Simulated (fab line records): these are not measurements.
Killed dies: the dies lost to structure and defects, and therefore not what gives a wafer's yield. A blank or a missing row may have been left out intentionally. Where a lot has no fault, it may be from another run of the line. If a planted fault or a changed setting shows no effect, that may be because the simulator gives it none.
Struck lot and sound lot, side by side ; flow n5Finfet ; 15 out of 1938 route steps
Sound: these wafers, L712.1, L712.2, L712.4. Struck: wafer L720.4. (L720.2, L720.3 of the same lot were not struck and are left out.) The cause comes at the end.
Per side, at each step with rows, come the tool, then ch with its chambers, and then its first start. Under that, the readings that differ: sound wafers ; struck wafers ; difference of the means ; sigmas: that difference in standard deviations of wafers without a fault.
alike: same words and numbers on both sides, and readings whose means sit less than 2 such deviations apart. not compared: any withheld reading, any reading some wafer has no value for, any bound like >300 that may hide the same value, and any number with overlapping values for which the record gives no deviation.
Wherever a step has rows on one side only, a row that says differs or no value, or a row with sigmas, the two part there. Non-overlapping numbers with no deviation appear without sigmas and do not part them. A reading that every wafer of one side lacks parts them only if that side has two wafers or more.

first, 4 steps without rows for these wafers: N5_BEOL_M7_SOFTBAKE_06 (time 60 s); N5_BEOL_M7_EXPOSE_08 (exposes mask M7); N5_BEOL_M7_PEB_09 (peb time 60 s); N5_BEOL_M7_DEVELOP_10 (develop time 30 s).
N5_BEOL_M7_CD_MEAS_11: target cd 38.5 nm.
  sound on cdSem-02 ch 0, day 11 09:56; struck on cdSem-02 ch 0, day 13 09:37
reading;sound;struck;difference;sigmas
cdNm (nm);37.3 38.6 37.5;39.7;+1.9;+3
N5_BEOL_M7_OVL_MEAS_12:
  sound on overlay-02 ch 0, day 11 09:58; struck on overlay-02 ch 0, day 13 09:38
  alike: M7_OVL
N5_BEOL_M7_INSPECT_13: inspects for defects (brightfield).
  sound on defectInspect-01 at day 11 09:59; struck on defectInspect-02 at day 13 09:40
  alike: rawDefectCount
N5_BEOL_M7_DESCUM_16: chemistry O2, time 7.9 s.
  sound on rieDiel-06 ch 0,1,2, day 11 11:38; struck on rieDiel-04 ch 2, day 13 09:44
reading;sound;struck;difference;sigmas
oesProductAu (a.u.);0.79 0.74 0.67;0.95;+0.22;+2
rfVppV (V);242.0 242.7 243.5;245.6;+2.9;+2
showerheadPlenumPTorr (Torr);2.01 2.07 2.05;2.25;+0.21;+3
  alike: drypumpMotorCurrentA, throttleValvePct
  not compared: rfHoursCounterH
N5_BEOL_M7_ETCH_61: etches SiARC in CF4, target depth 45.5 nm, time 75.8 s.
  sound on rieDiel-06 ch 0,1,2, day 11 11:41; struck on rieDiel-04 ch 2, day 13 09:47
reading;sound;struck;difference;sigmas
etchRfOnTimeS (s);81.2 77.0 78.2;73.1;-5.7;-2
oesProductAu (a.u.);0.66 0.61 0.58;0.83;+0.21;+3
showerheadPlenumPTorr (Torr);2.08 2.12 2.10;2.28;+0.18;+3
  alike: drypumpMotorCurrentA, rfVppV, throttleValvePct
  not compared: rfHoursCounterH
N5_BEOL_M7_ETCH_62: etches SOC in N2/H2, target depth 110 nm, overetch 22 nm, time 165 s.
  sound on rieDiel-06 ch 0,1,2, day 11 11:44; struck on rieDiel-04 ch 2, day 13 09:50
reading;sound;struck;difference;sigmas
oesProductAu (a.u.);0.68 0.61 0.58;0.80;+0.18;+2
rfVppV (V);522.2 523.1 522.5;528.8;+6.2;+3
showerheadPlenumPTorr (Torr);2.44 2.52 2.50;2.73;+0.24;+3
  alike: drypumpMotorCurrentA, throttleValvePct
  not compared: rfHoursCounterH
then, 1 step without rows for these wafers: N5_BEOL_M7_STRIP_68 (strips in N2/H2).
N5_BEOL_M7_STRIP_67: strips in CF4.
  sound on rieDiel-06 ch 0,1,2, day 11 11:53; struck on rieDiel-04 ch 2, day 13 09:59
reading;sound;struck;difference;sigmas
oesProductAu (a.u.);0.81 0.72 0.68;0.95;+0.21;+3
rfVppV (V);269.9 270.6 270.3;273.8;+3.5;+2
showerheadPlenumPTorr (Torr);1.75 1.79 1.77;1.91;+0.14;+3
  alike: drypumpMotorCurrentA, throttleValvePct
  not compared: rfHoursCounterH
N5_BEOL_M7_HM_OPEN_17: chemistry Cl2/BCl3, target TiN, target depth 20 nm, overetch 6 nm.
  sound on rieMetal-01 ch 0,1, day 11 11:55; struck on rieMetal-01 ch 1, day 13 10:01
reading;sound;struck;difference;sigmas
model.SOC_of_BEOL_M7_COAT_59.thkNm (nm);91.4 92 91.6;87.6;-4.1;
  alike: drypumpMotorCurrentA, mfcCl2Sccm, oes_ar_750_au, oesProductAu, throttleValvePct
  not compared: rfHoursCounterH
N5_BEOL_M7_STRIP_19: strips in O2.
  sound on rieDiel-04 ch 1,2,3, day 11 12:12; struck on rieDiel-03 ch 1, day 13 10:12
reading;sound;struck;difference;sigmas
showerheadPlenumPTorr (Torr);2.07 2.06 1.99;2.23;+0.19;+3
  alike: drypumpMotorCurrentA, oesProductAu, rfVppV, throttleValvePct
  not compared: rfHoursCounterH
N5_PASSIVATION_PROBE_49:
  the record has rows for the sound wafers here (prober-02, day 15 01:46) and none for the struck ones

## WHERE THEY PART
Last at N5_PASSIVATION_PROBE_49 as far as this record goes, first at N5_BEOL_M7_CD_MEAS_11.

WHY: the cause the simulator had injected
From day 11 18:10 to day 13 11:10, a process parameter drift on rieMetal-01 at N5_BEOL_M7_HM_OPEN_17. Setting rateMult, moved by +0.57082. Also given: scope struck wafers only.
